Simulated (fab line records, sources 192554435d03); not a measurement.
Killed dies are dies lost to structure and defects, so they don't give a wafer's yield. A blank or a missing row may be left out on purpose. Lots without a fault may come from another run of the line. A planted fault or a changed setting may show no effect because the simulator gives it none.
Chamber matching | flow n5_finfet | N5_BEOL_M12_ETCH_67 on rie_diel-04: 4 sister chambers
The step etches SiARC in CF4, target depth 143 nm, time 238.3 s. 4 wafers are shown with their chamber, then 10 later ones without.

WAFERS WITH THEIR CHAMBER
wafer  | chamber | showerhead_plenum_p_Torr (Torr)
L091.2 | 2       | 2.09
L091.4 | 0       | 2.11
L092.1 | 1       | 2.15
L092.2 | 3       | 2.18

WAFERS WITHOUT THEIR CHAMBER
wafer  | showerhead_plenum_p_Torr (Torr)
L092.5 | 2.11
L095.1 | 2.10
L095.3 | 2.15
L095.4 | 2.15
L096.1 | 2.15
L096.2 | 2.10
L096.3 | 2.09
L097.1 | 2.10
L097.4 | 2.14
L097.5 | 2.09

WHICH CHAMBER EACH WENT THROUGH
wafer  | from the rows above     | in truth
L092.5 | 0                       | 0
L095.1 | can't be placed: 0 or 2 | 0
L095.3 | 1                       | 1
L095.4 | 1                       | 1
L096.1 | 1                       | 1
L096.2 | can't be placed: 0 or 2 | 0
L096.3 | 2                       | 2
L097.1 | can't be placed: 0 or 2 | 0
L097.4 | 1                       | 1
L097.5 | 2                       | 2
Placed correctly: 7 of 10. Can't be placed from these rows: 3 (the true chamber is among the candidates in 3). Placed wrongly: 0.
How it was worked out, from the rows above alone: a wafer's distance from a chamber is the root of the sum, over the readings, of the square of ((its reading less the chamber's mean) divided by the reading's scatter). The wafer belongs to the nearest chamber; if the next one is less than 2 further off, it can't be placed. A chamber's mean is the mean of its shown wafers. The scatter: with one shown wafer a chamber, the root of the mean of the squares of how far each hidden wafer lies from its nearest shown one.
